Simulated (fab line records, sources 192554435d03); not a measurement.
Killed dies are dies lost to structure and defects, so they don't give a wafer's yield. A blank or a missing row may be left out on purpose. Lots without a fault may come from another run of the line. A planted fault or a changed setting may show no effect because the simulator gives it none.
Chamber matching | flow n5_finfet | N5_FIN_SAQP_PECVD_06 on pecvd-01: 3 sister chambers
The step deposits a-Si from SiH4/He, target thk 60 nm, time 48.1 s. 16 wafers are shown with their chamber, then 8 later ones without.

WAFERS WITH THEIR CHAMBER
wafer  | chamber | throttle_valve_pct (%) | showerhead_plenum_p_Torr (Torr) | heater_power_w (W)
L079.1 | 0       | 18.9                   | 5.77                            | 812
L079.4 | 2       | 16.5                   | 5.58                            | 801
L079.6 | 0       | 18.6                   | 5.75                            | 816
L081.3 | 2       | 16.1                   | 5.60                            | 780
L081.4 | 2       | 16.3                   | 5.59                            | 800
L081.6 | 0       | 18.7                   | 5.75                            | 861
L082.3 | 1       | 18.5                   | 5.67                            | 775
L082.4 | 0       | 18.7                   | 5.76                            | 802
L082.6 | 1       | 18.7                   | 5.65                            | 781
L083.2 | 1       | 18.5                   | 5.65                            | 681
L083.5 | 1       | 18.4                   | 5.65                            | 665
L083.6 | 2       | 16.3                   | 5.60                            | 798
L084.1 | 0       | 18.9                   | 5.76                            | 864
L084.3 | 2       | 16.2                   | 5.60                            | 737
L084.5 | 2       | 16.0                   | 5.61                            | 737
L086.1 | 0       | 18.6                   | 5.75                            | 851

SIGNATURES (means of the wafers above)
reading                  | chamber 0 | chamber 1 | chamber 2 | scatter within a chamber
throttle_valve_pct       | 18.733    | 18.525    | 16.233    | 0.15
showerhead_plenum_p_Torr | 5.7567    | 5.6550    | 5.5967    | 0.00947
heater_power_w           | 834.33    | 725.50    | 775.50    | 38.9
Rule: a wafer's distance from a chamber is the root of the sum, over the readings, of the square of ((its reading less the chamber's mean) divided by the reading's scatter). The wafer belongs to the nearest chamber; if the next one is less than 2 further off, it can't be placed. The scatter: the root of (the sum of the squares of (reading less its chamber's mean) over the shown wafers, divided by (wafers less chambers)).

WAFERS WITHOUT THEIR CHAMBER
wafer  | throttle_valve_pct (%) | showerhead_plenum_p_Torr (Torr) | heater_power_w (W)
L086.2 | 16.3                   | 5.60                            | 769
L086.3 | 18.4                   | 5.66                            | 787
L087.1 | 18.9                   | 5.76                            | 786
L087.2 | 16.3                   | 5.60                            | 732
L087.5 | 18.5                   | 5.67                            | 733
L089.1 | 16.2                   | 5.60                            | 744
L089.4 | 18.3                   | 5.66                            | 715
L089.6 | 16.0                   | 5.60                            | 733

WHICH CHAMBER EACH WENT THROUGH
wafer  | from the rows above | in truth
L086.2 | 2                   | 2
L086.3 | 1                   | 1
L087.1 | 0                   | 0
L087.2 | 2                   | 2
L087.5 | 1                   | 1
L089.1 | 2                   | 2
L089.4 | 1                   | 1
L089.6 | 2                   | 2
Placed correctly: 8 of 8. Can't be placed from these rows: 0. Placed wrongly: 0.
